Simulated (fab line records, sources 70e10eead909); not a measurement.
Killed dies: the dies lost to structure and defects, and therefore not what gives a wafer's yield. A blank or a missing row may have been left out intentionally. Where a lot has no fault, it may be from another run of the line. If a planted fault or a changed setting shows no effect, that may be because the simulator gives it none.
Matching of chambers -- flow nand-harc -- 4 sister chambers for NHARC_A_STAIRCASE_TRIM_220 on rie-diel-12
The step chemistry O2, time 211.2 s. 8 wafers are shown with their chamber, then 10 later ones without.

## WAFERS WITH THEIR CHAMBER
wafer,chamber,drypump-motor-current-A (A),showerhead-plenum-p-Torr (Torr)
L082.6,0,5.92,3.77
L083.2,3,5.83,3.81
L083.6,0,5.91,3.77
L084.2,1,5.78,3.64
L084.3,2,6.22,3.38
L084.5,3,5.82,3.81
L087.1,1,5.81,3.63
L087.2,2,6.19,3.37

## WAFERS WITHOUT THEIR CHAMBER
wafer,drypump-motor-current-A (A),showerhead-plenum-p-Torr (Torr)
L087.6,5.81,3.80
L088.4,6.19,3.37
L088.5,6.20,3.37
L088.6,5.78,3.63
L090.1,5.82,3.80
L090.3,5.74,3.63
L090.5,5.92,3.76
L095.2,5.91,3.75
L095.3,5.77,3.62
L095.6,5.92,3.75

## EACH ONE'S CHAMBER
wafer,from the rows above,in truth
L087.6,3,3
L088.4,2,2
L088.5,2,2
L088.6,1,1
L090.1,3,3
L090.3,1,1
L090.5,0,0
L095.2,0,0
L095.3,1,1
L095.6,0,0
10 of 10 placed correctly. Left unplaced by these rows: 0. Wrongly placed: 0.
How it was worked out, from the rows above alone: a wafer's distance from a chamber is the root of the sum, over the readings, of the square of ((its reading less the chamber's mean) divided by the reading's scatter). If the next closest chamber is less than 2 further off than the closest, the wafer can't be placed; otherwise it belongs to the closest. A chamber's mean is the mean of its shown wafers. The scatter: the root of (the sum of the squares of (reading less its chamber's mean) over the shown wafers, divided by (wafers less chambers)).
